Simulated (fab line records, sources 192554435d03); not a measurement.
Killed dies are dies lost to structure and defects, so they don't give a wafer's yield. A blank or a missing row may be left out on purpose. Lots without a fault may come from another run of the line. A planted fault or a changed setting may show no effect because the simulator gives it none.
Which tool did it? | flow n5_finfet | 22 lots, 66 wafers sampled, at 6 steps of a route of 1938

WHAT THE GAUGES READ, wafer by wafer
N5_FIN_SAQP_CD_MEAS_31: target cd 8 nm. Usual: cd_nm 8.08 nm, standard deviation 0.21.
lot  | measured    | on        | cd_nm (nm)     | flag
L074 | day 2 03:32 | cd_sem-03 | 8.21 8.06 8.19 |
L075 | day 2 08:24 | cd_sem-01 | 8.18 8.00 8.16 |
L077 | day 2 20:28 | cd_sem-01 | 8.38 7.91 7.83 |
L078 | day 3 03:44 | cd_sem-01 | 8.37 7.78 8.00 |
L079 | day 3 07:47 | cd_sem-01 | 8.10 8.42 7.96 |
L081 | day 3 21:16 | cd_sem-01 | 8.35 8.35 8.58 |
L082 | day 4 02:53 | cd_sem-02 | 7.97 8.11 8.13 |
L083 | day 4 08:21 | cd_sem-03 | 7.73 7.72 8.09 |
L084 | day 4 16:14 | cd_sem-03 | 7.92 7.99 7.82 |
L085 | day 4 21:23 | cd_sem-03 | 8.17 8.11 7.68 |
L086 | day 5 04:48 | cd_sem-02 | 7.82 7.91 8.01 |
L087 | day 5 07:57 | cd_sem-01 | 8.27 8.13 8.02 |
L088 | day 5 14:13 | cd_sem-03 | 7.76 8.16 8.22 |
L089 | day 5 20:26 | cd_sem-03 | 8.28 8.09 8.08 |
L090 | day 6 01:49 | cd_sem-03 | 7.84 7.97 7.78 |
L091 | day 6 07:39 | cd_sem-03 | 7.80 7.67 8.04 |
L092 | day 6 14:46 | cd_sem-03 | 8.22 8.07 8.02 |
L093 | day 6 21:10 | cd_sem-03 | 8.06 7.82 8.15 |
L094 | day 7 02:19 | cd_sem-02 | 7.83 8.01 8.05 |
L095 | day 7 08:45 | cd_sem-01 | 8.51 8.08 7.68 |
L096 | day 7 16:50 | cd_sem-02 | 8.14 8.05 8.05 |
L097 | day 7 23:15 | cd_sem-01 | 8.53 7.77 8.41 |

N5_STI_FIN_REVEAL_THK_MEAS_05. Usual: thk_nm 132.2 nm, standard deviation 0.92.
lot  | measured    | on            | thk_nm (nm)       | flag
L074 | day 2 10:58 | film_metro-01 | 131.6 131.4 130.9 |
L075 | day 2 17:04 | film_metro-01 | 132.0 132.7 131.9 |
L077 | day 3 04:05 | film_metro-01 | 131.8 130.7 131.6 |
L078 | day 3 11:11 | film_metro-01 | 132.4 131.5 132.3 |
L079 | day 3 15:15 | film_metro-01 | 131.2 131.9 132.6 |
L081 | day 4 05:05 | film_metro-02 | 132.7 132.3 131.7 |
L082 | day 4 11:03 | film_metro-01 | 130.9 132.3 131.2 |
L083 | day 4 15:50 | film_metro-02 | 131.0 130.8 130.5 |
L084 | day 5 01:41 | film_metro-02 | 131.4 131.6 131.7 |
L085 | day 5 07:06 | film_metro-02 | 133.7 133.5 131.4 |
L086 | day 5 12:11 | film_metro-01 | 132.5 132.6 132.8 |
L087 | day 5 15:46 | film_metro-02 | 133.1 132.9 133.4 |
L088 | day 5 21:34 | film_metro-01 | 133.2 131.8 133.2 |
L089 | day 6 03:50 | film_metro-02 | 132.6 132.0 133.4 |
L090 | day 6 09:32 | film_metro-01 | 132.8 132.6 133.0 |
L091 | day 6 15:29 | film_metro-02 | 132.9 132.1 131.9 |
L092 | day 6 22:07 | film_metro-02 | 132.8 132.6 132.1 |
L093 | day 7 05:50 | film_metro-02 | 132.8 132.3 133.2 |
L094 | day 7 09:53 | film_metro-02 | 130.7 131.3 130.3 |
L095 | day 7 16:38 | film_metro-01 | 131.9 134.2 133.5 |
L096 | day 8 01:25 | film_metro-02 | 133.3 132.0 132.8 |
L097 | day 8 06:36 | film_metro-01 | 132.3 131.3 132.2 |

WHICH TOOL RAN EACH LOT (tool, then ch and the chambers of the sampled wafers, then the start)
lot  | N5_PMOS_HMC_CHANNEL_EPI_STRIP_33  | N5_FIN_SAQP_ETCH_69               | N5_FIN_SAQP_HM_OPEN_33            | N5_FIN_CUT_CUT_ETCH_27
L074 | rie_diel-04 ch 1,2, day 1 17:53   | rie_diel-05 ch 0,2, day 2 02:40   | rie_diel-01 ch 1,2, day 2 03:35   | rie_diel-02 ch 0,2,3, day 2 05:02
L075 | rie_diel-03 ch 0,1,2, day 2 00:02 | rie_diel-05 ch 1,3, day 2 07:34   | rie_diel-06 ch 0,2, day 2 08:27   | rie_diel-04 ch 0,1,2, day 2 09:53
L077 | rie_diel-03 ch 1,2,3, day 2 11:39 | rie_diel-06 ch 0,2, day 2 19:38   | rie_diel-05 ch 0,2,3, day 2 20:33 | rie_diel-03 ch 1,2,3, day 2 22:01
L078 | rie_diel-03 ch 1,2,3, day 2 17:26 | rie_diel-06 ch 0,2,3, day 3 02:54 | rie_diel-01 ch 0,3, day 3 03:47   | rie_diel-03 ch 0,1,3, day 3 05:20
L079 | rie_diel-03 ch 1,3, day 2 23:41   | rie_diel-01 ch 0,3, day 3 06:58   | rie_diel-05 ch 1,2, day 3 07:50   | rie_diel-02 ch 0,1,3, day 3 09:24
L081 | rie_diel-02 ch 0,1,3, day 3 11:38 | rie_diel-06 ch 0,1,3, day 3 20:26 | rie_diel-01 ch 1,2,3, day 3 21:40 | rie_diel-03 ch 0,2,3, day 3 23:14
L082 | rie_diel-03 ch 0,2,3, day 3 17:32 | rie_diel-01 ch 0,2,3, day 4 02:04 | rie_diel-01 ch 0,1, day 4 02:56   | rie_diel-04 ch 1,2, day 4 04:26
L083 | rie_diel-04 ch 0,1,2, day 3 23:50 | rie_diel-05 ch 0,1,2, day 4 07:31 | rie_diel-01 ch 0,2,3, day 4 08:32 | rie_diel-03 ch 1,2,3, day 4 09:59
L084 | rie_diel-02 ch 1,2, day 4 06:02   | rie_diel-01 ch 1,2,3, day 4 14:08 | rie_diel-05 ch 0,1,2, day 4 16:16 | rie_diel-03 ch 1,2, day 4 17:54
L085 | rie_diel-04 ch 0,3, day 4 11:43   | rie_diel-01 ch 0,2,3, day 4 20:04 | rie_diel-05 ch 0,1,2, day 4 21:31 | rie_diel-03 ch 0,1,2, day 4 22:58
L086 | rie_diel-02 ch 1,3, day 4 17:43   | rie_diel-01 ch 0,1, day 5 03:57   | rie_diel-06 ch 1,2, day 5 04:51   | rie_diel-04 ch 0,1,2, day 5 06:19
L087 | rie_diel-02 ch 0,2,3, day 4 23:41 | rie_diel-05 ch 0,1,2, day 5 07:07 | rie_diel-01 ch 0,1,2, day 5 08:00 | rie_diel-03 ch 0,2, day 5 09:53
L088 | rie_diel-03 ch 0,1,3, day 5 05:47 | rie_diel-06 ch 0,3, day 5 13:17   | rie_diel-06 ch 0,3, day 5 14:16   | rie_diel-02 ch 0,2,3, day 5 15:42
L089 | rie_diel-03 ch 0,1,2, day 5 11:44 | rie_diel-05 ch 0,2, day 5 19:25   | rie_diel-01 ch 0,2,3, day 5 20:31 | rie_diel-02 ch 1,2, day 5 21:59
L090 | rie_diel-02 ch 1,2,3, day 5 17:31 | rie_diel-06 ch 1,2,3, day 6 00:58 | rie_diel-01 ch 1,2,3, day 6 01:57 | rie_diel-02 ch 0,2,3, day 6 03:33
L091 | rie_diel-02 ch 1,2, day 5 23:26   | rie_diel-06 ch 1,2, day 6 06:38   | rie_diel-01 ch 1,2, day 6 07:42   | rie_diel-04 ch 1,2, day 6 09:13
L092 | rie_diel-03 ch 0,1,3, day 6 06:07 | rie_diel-06 ch 0,2,3, day 6 13:50 | rie_diel-01 ch 0,2,3, day 6 14:49 | rie_diel-03 ch 0,2,3, day 6 16:15
L093 | rie_diel-02 ch 2,3, day 6 12:59   | rie_diel-05 ch 0,1,3, day 6 20:10 | rie_diel-05 ch 0,2,3, day 6 21:22 | rie_diel-02 ch 0,3, day 6 22:56
L094 | rie_diel-04 ch 0,1,3, day 6 17:47 | rie_diel-05 ch 0,2,3, day 7 01:27 | rie_diel-01 ch 0,1, day 7 02:23   | rie_diel-03 ch 1,2, day 7 03:57
L095 | rie_diel-04 ch 0,2,3, day 6 23:35 | rie_diel-06 ch 2,3, day 7 07:42   | rie_diel-01 ch 0,1,2, day 7 08:48 | rie_diel-04 ch 0,1,2, day 7 10:14
L096 | rie_diel-04 ch 0,1, day 7 05:41   | rie_diel-01 ch 0,1,2, day 7 14:46 | rie_diel-05 ch 2,3, day 7 16:58   | rie_diel-04 ch 1,2, day 7 18:32
L097 | rie_diel-03 ch 1,3, day 7 11:44   | rie_diel-06 ch 0,1,3, day 7 21:05 | rie_diel-01 ch 1,2,3, day 7 23:18 | rie_diel-04 ch 0,1,3, day 8 00:45
- N5_PMOS_HMC_CHANNEL_EPI_STRIP_33: strips in N2/H2.
- N5_FIN_SAQP_ETCH_69: etches SOC in N2/H2, stops on SiNx, target depth 150 nm.
- N5_FIN_SAQP_HM_OPEN_33: chemistry CH3F/O2, target SiNx, target depth 49.4 nm, time 70.6 s.
- N5_FIN_CUT_CUT_ETCH_27: etches SiO2 in CHF3/O2, target depth 4 nm, overetch 2 nm, time 4.9 s.

WHAT THE TOOLS THEMSELVES READ (means of the sampled wafers that have a number; where no wafer has one, the mark that the record gives instead)
N5_PMOS_HMC_CHANNEL_EPI_STRIP_33. Usual: bias_power_w 8.000 W, standard deviation 0.024; drypump_motor_current_A 5.8 A, standard deviation 0.47; oes_product_au 0.74 a.u., standard deviation 0.05; rf_vpp_V 54.1 V, standard deviation 1.7; showerhead_plenum_p_Torr 3.32 Torr, standard deviation 0.1; temp_c 39.98 C, standard deviation 0.11; throttle_valve_pct 18.91 %, standard deviation 0.28.
lot  | tool        | bias_power_w (W) | drypump_motor_current_A (A) | oes_product_au (a.u.) | rf_vpp_V (V) | showerhead_plenum_p_Torr (Torr) | temp_c (C) | throttle_valve_pct (%) | flag
L074 | rie_diel-04 | 8.008            | 6.0                         | 0.76                  | 54.9         | 3.46                            | 40.16      | 18.90                  |
L075 | rie_diel-03 | 7.996            | 5.7                         | 0.76                  | 55.5         | 3.31                            | 40.03      | 18.87                  |
L077 | rie_diel-03 | 7.995            | 5.7                         | 0.76                  | 54.3         | 3.32                            | 40.03      | 18.98                  |
L078 | rie_diel-03 | 7.981            | 5.7                         | 0.76                  | 53.1         | 3.32                            | 40.01      | 19.00                  |
L079 | rie_diel-03 | 8.025            | 5.7                         | 0.79                  | 56.0         | 3.33                            | 40.02      | 18.85                  |
L081 | rie_diel-02 | 7.985            | 5.9                         | 0.76                  | 54.5         | 3.32                            | 39.97      | 18.85                  |
L082 | rie_diel-03 | 8.000            | 6.2                         | 0.79                  | 55.1         | 3.24                            | 39.90      | 18.91                  |
L083 | rie_diel-04 | 8.019            | 5.8                         | 0.73                  | 53.7         | 3.39                            | 39.97      | 19.00                  |
L084 | rie_diel-02 | 8.006            | 5.5                         | 0.75                  | 53.5         | 3.18                            | 40.01      | 18.41                  |
L085 | rie_diel-04 | 7.963            | 5.7                         | 0.73                  | 54.7         | 3.34                            | 39.99      | 19.12                  |
L086 | rie_diel-02 | 8.008            | 6.1                         | 0.73                  | 55.5         | 3.35                            | 39.98      | 18.82                  |
L087 | rie_diel-02 | 7.978            | 5.7                         | 0.72                  | 53.6         | 3.38                            | 40.01      | 18.97                  |
L088 | rie_diel-03 | 8.029            | 5.7                         | 0.76                  | 54.1         | 3.31                            | 39.97      | 18.76                  |
L089 | rie_diel-03 | 8.019            | 5.7                         | 0.73                  | 53.6         | 3.30                            | 39.95      | 18.92                  |
L090 | rie_diel-02 | 8.018            | 5.7                         | 0.71                  | 54.0         | 3.29                            | 39.92      | 18.68                  |
L091 | rie_diel-02 | 7.980            | 5.4                         | 0.71                  | 54.2         | 3.24                            | 39.96      | 18.51                  |
L092 | rie_diel-03 | 7.991            | 5.7                         | 0.75                  | 53.8         | 3.30                            | 39.95      | 18.79                  |
L093 | rie_diel-02 | 8.027            | 5.9                         | 0.68                  | 53.8         | 3.40                            | 39.98      | 18.91                  |
L094 | rie_diel-04 | 8.000            | 5.8                         | 0.74                  | 53.3         | 3.39                            | 39.92      | 19.02                  |
L095 | rie_diel-04 | 7.996            | 5.7                         | 0.70                  | 54.1         | 3.32                            | 39.93      | 19.13                  |
L096 | rie_diel-04 | 7.981            | 5.9                         | 0.75                  | 55.4         | 3.45                            | 40.10      | 18.91                  |
L097 | rie_diel-03 | 8.005            | 5.2                         | 0.72                  | 53.9         | 3.37                            | 39.96      | 18.90                  |

N5_FIN_SAQP_ETCH_69. Usual: drypump_motor_current_A 5.6 A, standard deviation 0.43; oes_product_au 0.79 a.u., standard deviation 0.094; rf_vpp_V 241.0 V, standard deviation 1.5; showerhead_plenum_p_Torr 2.56 Torr, standard deviation 0.09; throttle_valve_pct 17.84 %, standard deviation 0.22.
lot  | tool        | drypump_motor_current_A (A) | oes_product_au (a.u.) | rf_vpp_V (V) | showerhead_plenum_p_Torr (Torr) | throttle_valve_pct (%) | flag
L074 | rie_diel-05 | 5.6                         | 0.78                  | 240.4        | 2.50                            | 17.86                  |
L075 | rie_diel-05 | 5.7                         | 0.70                  | 240.2        | 2.54                            | 17.90                  |
L077 | rie_diel-06 | 5.5                         | 0.80                  | 240.7        | 2.59                            | 17.86                  |
L078 | rie_diel-06 | 5.4                         | 0.78                  | 241.3        | 2.62                            | 17.94                  |
L079 | rie_diel-01 | 5.6                         | 0.80                  | 239.2        | 2.50                            | 17.69                  |
L081 | rie_diel-06 | 5.5                         | 0.85                  | 242.8        | 2.68                            | 17.92                  |
L082 | rie_diel-01 | 5.6                         | 0.79                  | 240.0        | 2.49                            | 17.77                  |
L083 | rie_diel-05 | 5.8                         | 0.85                  | 240.4        | 2.52                            | 17.76                  |
L084 | rie_diel-01 | 5.4                         | 0.78                  | 239.8        | 2.48                            | 17.68                  |
L085 | rie_diel-01 | 5.6                         | 0.78                  | 240.2        | 2.49                            | 17.79                  |
L086 | rie_diel-01 | 6.0                         | 0.71                  | 240.7        | 2.53                            | 18.10                  |
L087 | rie_diel-05 | 5.8                         | 0.82                  | 240.5        | 2.52                            | 17.78                  |
L088 | rie_diel-06 | 5.1                         | 0.81                  | 243.0        | 2.67                            | 17.91                  |
L089 | rie_diel-05 | 5.6                         | 0.89                  | 240.2        | 2.48                            | 17.78                  |
L090 | rie_diel-06 | 5.9                         | 0.77                  | 242.1        | 2.62                            | 18.00                  |
L091 | rie_diel-06 | 5.9                         | 0.78                  | 240.6        | 2.58                            | 17.94                  |
L092 | rie_diel-06 | 5.4                         | 0.76                  | 242.3        | 2.61                            | 17.97                  |
L093 | rie_diel-05 | 5.5                         | 0.91                  | 241.7        | 2.59                            | 17.49                  |
L094 | rie_diel-05 | 5.4                         | 0.88                  | 241.5        | 2.55                            | 17.65                  |
L095 | rie_diel-06 | 5.7                         | 0.70                  | 241.3        | 2.58                            | 18.11                  |
L096 | rie_diel-01 | 5.7                         | 0.72                  | 240.3        | 2.49                            | 17.96                  |
L097 | rie_diel-06 | 5.6                         | 0.80                  | 241.7        | 2.66                            | 17.96                  |

N5_FIN_SAQP_HM_OPEN_33. Usual: drypump_motor_current_A 5.6 A, standard deviation 0.39; etch_rf_on_time_s 69.3 s, standard deviation 1.2; oes_product_au 0.68 a.u., standard deviation 0.076; rf_vpp_V 296.0 V, standard deviation 2; showerhead_plenum_p_Torr 1.99 Torr, standard deviation 0.06; throttle_valve_pct 16.34 %, standard deviation 0.28.
lot  | tool        | drypump_motor_current_A (A) | etch_rf_on_time_s (s) | oes_product_au (a.u.) | rf_vpp_V (V) | showerhead_plenum_p_Torr (Torr) | throttle_valve_pct (%) | flag
L074 | rie_diel-01 | 5.5                         | 69.7                  | 0.66                  | 296.2        | 1.98                            | 16.30                  |
L075 | rie_diel-06 | 5.5                         | 70.2                  | 0.69                  | 295.5        | 2.04                            | 16.43                  |
L077 | rie_diel-05 | 5.3                         | 69.5                  | 0.67                  | 296.1        | 1.94                            | 16.48                  |
L078 | rie_diel-01 | 5.9                         | 70.0                  | 0.66                  | 295.3        | 1.98                            | 16.44                  |
L079 | rie_diel-05 | 5.8                         | 67.2                  | 0.74                  | 294.9        | 1.99                            | 16.41                  |
L081 | rie_diel-01 | 5.4                         | 69.1                  | 0.68                  | 296.2        | 1.96                            | 16.13                  |
L082 | rie_diel-01 | 5.8                         | 70.0                  | 0.61                  | 295.1        | 1.99                            | 16.53                  |
L083 | rie_diel-01 | 5.6                         | 68.9                  | 0.68                  | 296.0        | 1.96                            | 16.24                  |
L084 | rie_diel-05 | 5.8                         | 67.7                  | 0.72                  | 295.9        | 1.99                            | 16.30                  |
L085 | rie_diel-05 | 5.7                         | 68.5                  | 0.71                  | 296.6        | 1.99                            | 16.29                  |
L086 | rie_diel-06 | 6.1                         | 69.5                  | 0.73                  | 294.0        | 2.09                            | 16.40                  |
L087 | rie_diel-01 | 5.7                         | 69.6                  | 0.63                  | 294.9        | 1.97                            | 16.42                  |
L088 | rie_diel-06 | 5.1                         | 69.1                  | 0.70                  | 298.4        | 2.10                            | 16.53                  |
L089 | rie_diel-01 | 5.6                         | 69.3                  | 0.67                  | 295.5        | 1.95                            | 16.26                  |
L090 | rie_diel-01 | 5.5                         | 70.1                  | 0.66                  | 296.2        | 1.95                            | 16.18                  |
L091 | rie_diel-01 | 5.3                         | 70.2                  | 0.66                  | 294.8        | 1.95                            | 16.22                  |
L092 | rie_diel-01 | 5.6                         | 68.5                  | 0.66                  | 295.2        | 1.95                            | 16.26                  |
L093 | rie_diel-05 | 5.4                         | 67.8                  | 0.76                  | 297.7        | 2.01                            | 16.22                  |
L094 | rie_diel-01 | 6.0                         | 69.8                  | 0.60                  | 293.8        | 1.99                            | 16.69                  |
L095 | rie_diel-01 | 5.7                         | 70.3                  | 0.62                  | 295.1        | 1.97                            | 16.47                  |
L096 | rie_diel-05 | 5.2                         | 67.9                  | 0.76                  | 299.3        | 2.07                            | 16.28                  |
L097 | rie_diel-01 | 5.4                         | 69.5                  | 0.65                  | 296.5        | 1.95                            | 16.21                  |

N5_FIN_CUT_CUT_ETCH_27. Usual: drypump_motor_current_A 5.8 A, standard deviation 0.48; oes_product_au 0.59 a.u., standard deviation 0.035; rf_vpp_V 523 V, standard deviation 5.3; showerhead_plenum_p_Torr 2.40 Torr, standard deviation 0.075; throttle_valve_pct 18.84 %, standard deviation 0.19.
lot  | tool        | drypump_motor_current_A (A) | oes_product_au (a.u.) | rf_vpp_V (V) | showerhead_plenum_p_Torr (Torr) | throttle_valve_pct (%) | flag
L074 | rie_diel-02 | 5.7                         | 0.58                  | 524          | 2.43                            | 18.75                  |
L075 | rie_diel-04 | 5.8                         | 0.59                  | 526          | 2.44                            | 18.92                  |
L077 | rie_diel-03 | 5.7                         | 0.61                  | 520          | 2.39                            | 18.80                  |
L078 | rie_diel-03 | 5.7                         | 0.60                  | 521          | 2.39                            | 18.86                  |
L079 | rie_diel-02 | 5.9                         | 0.60                  | 522          | 2.39                            | 18.66                  |
L081 | rie_diel-03 | 6.2                         | 0.62                  | 519          | 2.33                            | 18.81                  |
L082 | rie_diel-04 | 6.0                         | 0.60                  | 528          | 2.48                            | 18.80                  |
L083 | rie_diel-03 | 5.7                         | 0.60                  | 521          | 2.38                            | 18.82                  |
L084 | rie_diel-03 | 5.7                         | 0.58                  | 523          | 2.37                            | 18.83                  |
L085 | rie_diel-03 | 5.7                         | 0.58                  | 524          | 2.37                            | 18.88                  |
L086 | rie_diel-04 | 5.8                         | 0.57                  | 526          | 2.43                            | 18.95                  |
L087 | rie_diel-03 | 6.1                         | 0.60                  | 523          | 2.31                            | 18.89                  |
L088 | rie_diel-02 | 5.7                         | 0.56                  | 523          | 2.42                            | 18.78                  |
L089 | rie_diel-02 | 5.3                         | 0.57                  | 519          | 2.33                            | 18.58                  |
L090 | rie_diel-02 | 5.7                         | 0.57                  | 523          | 2.42                            | 18.80                  |
L091 | rie_diel-04 | 5.8                         | 0.56                  | 523          | 2.42                            | 18.94                  |
L092 | rie_diel-03 | 6.2                         | 0.61                  | 519          | 2.32                            | 18.85                  |
L093 | rie_diel-02 | 5.9                         | 0.58                  | 523          | 2.44                            | 18.92                  |
L094 | rie_diel-03 | 5.7                         | 0.57                  | 522          | 2.37                            | 18.85                  |
L095 | rie_diel-04 | 5.8                         | 0.57                  | 525          | 2.43                            | 18.97                  |
L096 | rie_diel-04 | 6.0                         | 0.58                  | 528          | 2.47                            | 18.84                  |
L097 | rie_diel-04 | 5.8                         | 0.58                  | 526          | 2.43                            | 18.95                  |

THE ANSWER, worked out from the rows above alone
Rule: a lot is off if the mean of its wafers that have a number lies more than 3 standard deviations from the usual mean. A lot without any number at a reading at which 4 lots or more have one is off too. The other lots that the step has rows for count as sound. The gauges are gone through in route order, then the tools' own readings, and for those a lot's mean is taken as printed above. The first step at which some lot is off is used, and at that step the reading that is off furthest; a lot without a number counts as furthest.
No lot is off at any reading shown: from this, nothing can be told.

WHAT THE SIMULATOR HAD PUT IN
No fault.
